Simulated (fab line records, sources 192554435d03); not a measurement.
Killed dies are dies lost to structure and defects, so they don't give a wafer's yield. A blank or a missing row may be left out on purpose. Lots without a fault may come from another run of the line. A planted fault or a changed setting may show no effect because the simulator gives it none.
Chamber matching | flow n5_finfet | N5_BEOL_M9_CMP_52 on cmp-04: 4 sister chambers
The step polishes, stops on SiCOH lowk, t overpolish 7 s, target thk 140 nm. 8 wafers are shown with their chamber, then 7 later ones without.

WAFERS WITH THEIR CHAMBER
wafer  | chamber | motor_current_A (A) | time_to_endpoint_s (s)
L084.5 | 2       | 6.6                 | 63
L091.1 | 2       | 6.4                 | 65
L091.4 | 1       | 5.9                 | 65
L092.2 | 3       | 8.4                 | 68
L092.4 | 0       | 6.2                 | 69
L092.5 | 0       | 6.3                 | 67
L093.2 | 3       | 7.7                 | 70
L093.4 | 1       | 5.4                 | 66

WAFERS WITHOUT THEIR CHAMBER
wafer  | motor_current_A (A) | time_to_endpoint_s (s)
L093.6 | 7.9                 | 69
L094.4 | 6.6                 | 67
L094.5 | 5.8                 | 66
L094.6 | 8.1                 | 67
L076.2 | 6.1                 | 71
L076.3 | 5.6                 | 68
L076.5 | 6.3                 | 69

WHICH CHAMBER EACH WENT THROUGH
wafer  | from the rows above          | in truth
L093.6 | 3                            | 3
L094.4 | can't be placed: 0 or 2 or 1 | 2
L094.5 | can't be placed: 1 or 0      | 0
L094.6 | 3                            | 3
L076.2 | 0                            | 0
L076.3 | can't be placed: 1 or 0      | 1
L076.5 | 0                            | 0
Placed correctly: 4 of 7. Can't be placed from these rows: 3 (the true chamber is among the candidates in 3). Placed wrongly: 0.
How it was worked out, from the rows above alone: a wafer's distance from a chamber is the root of the sum, over the readings, of the square of ((its reading less the chamber's mean) divided by the reading's scatter). The wafer belongs to the nearest chamber; if the next one is less than 2 further off, it can't be placed. A chamber's mean is the mean of its shown wafers. The scatter: the root of (the sum of the squares of (reading less its chamber's mean) over the shown wafers, divided by (wafers less chambers)).
